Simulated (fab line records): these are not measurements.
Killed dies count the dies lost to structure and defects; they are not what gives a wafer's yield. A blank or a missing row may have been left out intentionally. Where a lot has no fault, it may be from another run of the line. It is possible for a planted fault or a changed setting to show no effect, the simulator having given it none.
What tool caused it?	flow n5Finfet	Sampling: 24 lots, 72 wafers, 6 of 1938 route steps

WHAT THE GAUGES READ, wafer by wafer
N5_BEOL_M9_OCD_MEAS_38. Usual: 150.9 nm for trenchDepthNm, sd 2.4.
lot	measured	on	trenchDepthNm (nm)	flag
L074	day 8 22:30	ocd-01	149.3 153.1 151.8	
L077	day 10 01:17	ocd-01	149.7 153.4 154.7	
L078	day 10 10:55	ocd-02	147.2 155.0 153.7	
L075	day 10 13:27	ocd-02	153.5 147.7 153.2	
L076	day 10 22:28	ocd-01	149.9 155.2 150.9	
L080	day 11 02:13	ocd-01	149.8 153.2 147.9	
L079	day 11 10:22	ocd-01	146.6 148.2 149.7	
L081	day 12 07:49	ocd-01	149.0 150.0 152.4	
L083	day 12 07:51	ocd-02	147.6 149.7 149.4	
L082	day 12 11:23	ocd-01	150.8 147.9 147.6	
L084	day 12 11:45	ocd-02	148.3 150.0 150.2	
L085	day 12 16:10	ocd-02	152.0 151.5 148.6	
L086	day 12 23:53	ocd-01	150.1 154.7 155.9	
L088	day 13 13:31	ocd-01	155.0 148.1 150.0	
L087	day 13 12:36	ocd-02	152.5 152.8 148.0	
L089	day 13 13:29	ocd-02	147.3 150.8 147.1	
L090	day 14 04:34	ocd-01	149.8 152.6 148.8	
L091	day 14 13:32	ocd-02	153.7 154.4 154.1	
L092	day 14 15:19	ocd-02	153.5 148.2 152.8	
L093	day 14 16:08	ocd-02	152.6 146.0 147.9	
L094	day 14 16:15	ocd-01	153.5 147.6 148.8	
L095	day 15 07:29	ocd-01	147.0 150.3 151.8	
L096	day 15 12:39	ocd-02	150.2 150.1 147.0	
L097	day 15 15:47	ocd-02	149.2 152.7 151.8	

N5_BEOL_M9_INSPECT_58: inspects for defects (darkfield). Usual: 67 for rawDefectCount, sd 21.
lot	measured	on	rawDefectCount	flag
L074	day 9 00:45	defectInspect-01	66 71 96	
L077	day 10 04:18	defectInspect-01	55 51 56	
L078	day 10 14:46	defectInspect-02	55 46 45	
L075	day 10 17:17	defectInspect-02	77 33 54	
L076	day 11 02:28	defectInspect-01	95 35 53	
L080	day 11 08:27	defectInspect-01	32 54 37	
L079	day 11 14:02	defectInspect-01	54 34 120	
L081	day 12 11:05	defectInspect-01	76 59 77	
L083	day 12 10:49	defectInspect-01	72 76 98	
L082	day 12 14:23	defectInspect-01	65 87 57	
L084	day 12 14:39	defectInspect-01	81 77 57	
L085	day 12 19:11	defectInspect-01	108 111 45	
L086	day 13 02:41	defectInspect-01	67 79 60	
L088	day 13 15:53	defectInspect-01	113 83 77	
L087	day 13 15:36	defectInspect-02	67 39 58	
L089	day 13 16:09	defectInspect-02	90 67 84	
L090	day 14 07:45	defectInspect-01	99 89 64	
L091	day 14 16:20	defectInspect-02	69 58 71	
L092	day 14 17:51	defectInspect-02	62 69 84	
L093	day 14 20:14	defectInspect-02	48 53 47	
L094	day 14 20:47	defectInspect-01	69 72 64	
L095	day 15 10:16	defectInspect-02	108 72 93	
L096	day 15 15:11	defectInspect-02	81 47 85	
L097	day 15 18:30	defectInspect-01	85 45 52	

WHAT TOOL EACH LOT RAN ON (gives the tool, then ch and the chambers of the sampled wafers, and finally the start)
lot	N5_BEOL_M9_STRIP_67	N5_BEOL_M9_ETCH_66	N5_BEOL_M9_SURFACE_TREAT_79	N5_BEOL_M9_CMP_52
L074	rieDiel-05 ch 0,2, day 8 20:29	rieDiel-06 ch 0,1,3, day 8 22:07	pvdSputter-02, day 8 23:27	cmp-04 ch 1,3, day 9 00:20
L077	rieDiel-02 ch 0,3, day 9 23:17	rieDiel-05 ch 0,1,3, day 10 00:55	pvdSputter-03, day 10 02:37	cmp-04 ch 1,2,3, day 10 03:50
L078	rieDiel-06 ch 0,2,3, day 10 09:43	rieDiel-02 ch 0,1,3, day 10 10:32	pvdSputter-03, day 10 13:32	cmp-03 ch 0,1,2, day 10 14:19
L075	rieDiel-06 ch 0,2,3, day 10 10:55	rieDiel-02 ch 0,1, day 10 13:05	pvdSputter-03, day 10 14:26	cmp-03 ch 0,1, day 10 16:50
L076	rieDiel-05 ch 1,2,3, day 10 21:00	rieDiel-02 ch 0,2, day 10 22:05	pvdSputter-01, day 11 00:58	cmp-04 ch 0,1,3, day 11 02:01
L080	rieDiel-05 ch 0,1, day 11 01:04	rieDiel-05 ch 0,1, day 11 01:51	pvdSputter-02, day 11 07:16	cmp-04 ch 1,2,3, day 11 08:02
L079	rieDiel-06 ch 0,2,3, day 11 07:49	rieDiel-06 ch 1,2, day 11 09:59	pvdSputter-02, day 11 12:21	cmp-04 ch 0,2, day 11 13:37
L081	rieDiel-05 ch 1,2,3, day 12 06:35	rieDiel-05 ch 0,1,2, day 12 07:26	pvdSputter-03, day 12 09:42	cmp-02 ch 0,2,3, day 12 10:42
L083	rieDiel-02 ch 0,1,3, day 12 06:41	rieDiel-06 ch 1,2, day 12 07:28	pvdSputter-03, day 12 09:40	cmp-04 ch 0,1,2, day 12 10:22
L082	rieDiel-05 ch 0,1,2, day 12 10:17	rieDiel-06 ch 1,2, day 12 11:01	pvdSputter-02, day 12 13:06	cmp-04 ch 0,1,3, day 12 14:00
L084	rieDiel-06 ch 0,2, day 12 10:26	rieDiel-05 ch 1,2, day 12 11:23	pvdSputter-02, day 12 13:14	cmp-02 ch 0,1, day 12 14:14
L085	rieDiel-05 ch 0,1, day 12 13:49	rieDiel-06 ch 0,2,3, day 12 15:47	pvdSputter-03, day 12 17:44	cmp-03 ch 0,1,3, day 12 18:49
L086	rieDiel-02 ch 0,1,3, day 12 22:06	rieDiel-02 ch 2,3, day 12 23:31	pvdSputter-02, day 13 01:29	cmp-03 ch 0,3, day 13 02:13
L088	rieDiel-02 ch 1,3, day 13 05:38	rieDiel-02 ch 2,3, day 13 13:08	pvdSputter-02, day 13 14:34	cmp-03 ch 1,3, day 13 15:28
L087	rieDiel-05 ch 0,2,3, day 13 06:14	rieDiel-02 ch 0,1,3, day 13 12:13	pvdSputter-01, day 13 14:23	cmp-02 ch 0,1,3, day 13 15:11
L089	rieDiel-06 ch 0,1,2, day 13 06:41	rieDiel-06 ch 0,1, day 13 13:06	pvdSputter-02, day 13 14:31	cmp-04 ch 0,1,2, day 13 15:44
L090	rieDiel-02 ch 0,1,2, day 14 01:00	rieDiel-05 ch 0,1,2, day 14 04:11	pvdSputter-02, day 14 06:32	cmp-03 ch 1,2,3, day 14 07:18
L091	rieDiel-06 ch 0,1,3, day 14 10:48	rieDiel-05 ch 0,3, day 14 13:09	pvdSputter-01, day 14 15:08	cmp-03 ch 0,2,3, day 14 15:52
L092	rieDiel-02 ch 0,2, day 14 13:53	rieDiel-02 ch 0,2, day 14 14:56	pvdSputter-01, day 14 16:21	cmp-03 ch 0,2, day 14 17:26
L093	rieDiel-06 ch 0,2,3, day 14 14:51	rieDiel-05 ch 1,3, day 14 15:46	pvdSputter-03, day 14 18:34	cmp-03 ch 0,2,3, day 14 19:50
L094	rieDiel-06 ch 0,2, day 14 15:06	rieDiel-02 ch 0,1,2, day 14 15:52	pvdSputter-01, day 14 19:01	cmp-04 ch 1,2,3, day 14 20:22
L095	rieDiel-06 ch 1,3, day 15 03:05	rieDiel-06 ch 1,3, day 15 06:56	pvdSputter-01, day 15 08:49	cmp-03 ch 0,2,3, day 15 09:49
L096	rieDiel-05 ch 0,3, day 15 09:28	rieDiel-06 ch 1,2,3, day 15 12:16	pvdSputter-03, day 15 13:58	cmp-02 ch 0,3, day 15 14:44
L097	rieDiel-06 ch 2,3, day 15 13:24	rieDiel-05 ch 1,2,3, day 15 15:25	pvdSputter-01, day 15 17:16	cmp-04 ch 0,2,3, day 15 18:02
- N5_BEOL_M9_STRIP_67: strips in CF4.
- N5_BEOL_M9_ETCH_66: etches SOC in N2/H2, target depth 80 nm, overetch 16 nm, time 120 s.
- N5_BEOL_M9_SURFACE_TREAT_79
- N5_BEOL_M9_CMP_52: polishes, stops on SiCOH lowk, t overpolish 7 s, target thk 140 nm.

AS READ BY THE TOOLS THEMSELVES (means over the sampled wafers that have a number; for cases with no such wafer, the mark the record gives instead)
N5_BEOL_M9_STRIP_67. Usual: value, then standard deviation, for each; cf4FlowSccm 150.0 sccm / 0.43; drypumpMotorCurrentA 5.8 A / 0.49; oesProductAu 0.80 a.u. / 0.071; powerW 300.0 W / 0.86; rfVppV 271.2 V / 1.6; showerheadPlenumPTorr 1.80 Torr / 0.064; throttleValvePct 13.56 % / 0.24.
lot	tool	cf4FlowSccm (sccm)	drypumpMotorCurrentA (A)	oesProductAu (a.u.)	powerW (W)	rfVppV (V)	showerheadPlenumPTorr (Torr)	throttleValvePct (%)	flag
L074	rieDiel-05	150.0	5.5	0.81	300.3	270.5	1.77	13.65	
L077	rieDiel-02	150.4	6.0	0.90	300.8	272.1	1.85	13.37	
L078	rieDiel-06	150.3	6.2	0.81	300.5	271.3	1.78	13.52	
L075	rieDiel-06	150.0	6.3	0.81	299.2	271.7	1.78	13.53	
L076	rieDiel-05	150.1	5.7	0.80	300.0	272.4	1.85	13.71	
L080	rieDiel-05	150.2	5.8	0.80	299.9	272.2	1.82	13.56	
L079	rieDiel-06	149.9	6.3	0.80	299.7	271.0	1.78	13.53	
L081	rieDiel-05	150.0	5.6	0.78	300.3	272.4	1.84	13.73	
L083	rieDiel-02	149.6	5.8	0.82	299.8	272.6	1.86	13.57	
L082	rieDiel-05	150.1	5.6	0.78	300.3	271.3	1.79	13.64	
L084	rieDiel-06	149.9	6.2	0.77	300.5	271.2	1.80	13.63	
L085	rieDiel-05	150.0	5.7	0.84	300.0	271.4	1.79	13.38	
L086	rieDiel-02	149.6	5.8	0.81	300.4	273.1	1.86	13.57	
L088	rieDiel-02	149.3	6.3	0.81	299.8	272.0	1.83	13.43	
L087	rieDiel-05	150.0	5.6	0.83	300.4	271.4	1.81	13.53	
L089	rieDiel-06	150.0	5.9	0.76	299.5	271.6	1.77	13.58	
L090	rieDiel-02	150.4	5.2	0.78	299.4	271.6	1.82	13.69	
L091	rieDiel-06	149.7	5.9	0.77	299.8	269.4	1.75	13.55	
L092	rieDiel-02	150.2	5.1	0.80	300.4	269.9	1.78	13.61	
L093	rieDiel-06	149.7	6.2	0.78	299.8	270.8	1.78	13.58	
L094	rieDiel-06	149.7	6.0	0.78	299.8	271.2	1.80	13.47	
L095	rieDiel-06	150.0	6.2	0.76	299.2	269.2	1.72	13.64	
L096	rieDiel-05	150.0	5.7	0.86	299.9	273.5	1.85	13.39	
L097	rieDiel-06	149.8	6.5	0.75	300.4	270.7	1.77	13.75	

N5_BEOL_M9_ETCH_66. Usual: drypumpMotorCurrentA 5.8 A, standard deviation 0.51; oesProductAu 0.61 a.u., standard deviation 0.054; rfVppV 524.0 V, standard deviation 2.7; showerheadPlenumPTorr 2.55 Torr, standard deviation 0.092; throttleValvePct 17.84 %, standard deviation 0.26.
lot	tool	drypumpMotorCurrentA (A)	oesProductAu (a.u.)	rfVppV (V)	showerheadPlenumPTorr (Torr)	throttleValvePct (%)	flag
L074	rieDiel-06	5.9	0.62	522.5	2.50	17.73	
L077	rieDiel-05	5.7	0.67	525.8	2.62	17.77	
L078	rieDiel-02	5.7	0.64	526.0	2.65	17.83	
L075	rieDiel-02	5.3	0.64	527.5	2.69	18.02	
L076	rieDiel-02	5.1	0.63	523.6	2.55	17.78	
L080	rieDiel-05	5.8	0.61	524.8	2.58	17.93	
L079	rieDiel-06	6.2	0.57	522.0	2.49	17.84	
L081	rieDiel-05	5.6	0.60	524.5	2.55	17.98	
L083	rieDiel-06	6.2	0.56	522.5	2.49	17.86	
L082	rieDiel-06	5.8	0.56	521.8	2.45	17.89	
L084	rieDiel-05	5.6	0.55	523.9	2.56	18.23	
L085	rieDiel-06	6.2	0.60	523.4	2.52	17.75	
L086	rieDiel-02	6.1	0.64	523.7	2.54	17.53	
L088	rieDiel-02	5.6	0.62	522.9	2.50	17.62	
L087	rieDiel-02	5.8	0.62	525.9	2.64	17.88	
L089	rieDiel-06	5.6	0.57	522.1	2.47	17.84	
L090	rieDiel-05	5.6	0.59	524.2	2.54	18.01	
L091	rieDiel-05	5.7	0.67	523.8	2.55	17.62	
L092	rieDiel-02	5.1	0.63	526.0	2.61	17.96	
L093	rieDiel-05	5.8	0.59	526.5	2.65	18.04	
L094	rieDiel-02	5.3	0.59	524.8	2.59	17.96	
L095	rieDiel-06	6.2	0.58	520.9	2.44	17.89	
L096	rieDiel-06	6.2	0.57	521.7	2.46	17.90	
L097	rieDiel-05	5.7	0.59	526.0	2.61	18.11	

N5_BEOL_M9_CMP_52. Usual: barrierFieldEndpointS 28.8 s, standard deviation 0.69; motorCurrentA 6.0 A, standard deviation 0.69; overpolishRunS 6.997 s, standard deviation 0.0096; timeToEndpointS 65 s, standard deviation 3.1.
lot	tool	barrierFieldEndpointS (s)	motorCurrentA (A)	overpolishRunS (s)	timeToEndpointS (s)	flag
L074	cmp-04	28.2	6.9	6.991	62	
L077	cmp-04	28.6	6.3	6.998	66	
L078	cmp-03	28.9	5.7	6.993	66	
L075	cmp-03	28.7	5.8	6.999	68	
L076	cmp-04	28.9	6.3	7.001	66	
L080	cmp-04	28.8	6.3	7.005	66	
L079	cmp-04	29.0	5.4	7.005	68	
L081	cmp-02	29.8	6.2	7.000	68	
L083	cmp-04	28.5	6.1	6.987	67	
L082	cmp-04	29.4	6.2	6.998	70	
L084	cmp-02	29.3	5.7	6.986	65	
L085	cmp-03	29.2	6.2	6.990	62	
L086	cmp-03	27.7	6.3	7.002	62	
L088	cmp-03	29.3	5.9	7.004	63	
L087	cmp-02	28.0	6.2	6.992	64	
L089	cmp-04	28.8	6.0	6.992	69	
L090	cmp-03	28.7	5.8	6.999	67	
L091	cmp-03	28.6	6.1	7.006	61	
L092	cmp-03	27.6	6.1	6.994	61	
L093	cmp-03	29.2	6.2	7.001	63	
L094	cmp-04	29.0	6.3	6.992	66	
L095	cmp-03	29.4	5.9	7.003	65	
L096	cmp-02	29.1	6.3	7.003	64	
L097	cmp-04	28.7	5.8	6.992	65	

THE ANSWER, worked out from the rows above alone
Rule: lot off if the mean of its wafers having a number is beyond 3 standard deviations from the usual mean. A lot without any number at a reading at which 4 lots or more have one is off too. Any other lot the step has rows for is counted as sound. Order of review: gauges by route order, followed by the tools' own readings, for which a lot's mean as printed above is used. The first step at which some lot is off is used, and at that step the reading that is off furthest; a lot without a number counts as furthest.
Across all readings shown, no lot is off: no conclusion can be drawn from this.

WHAT THE SIMULATOR HAD INSERTED
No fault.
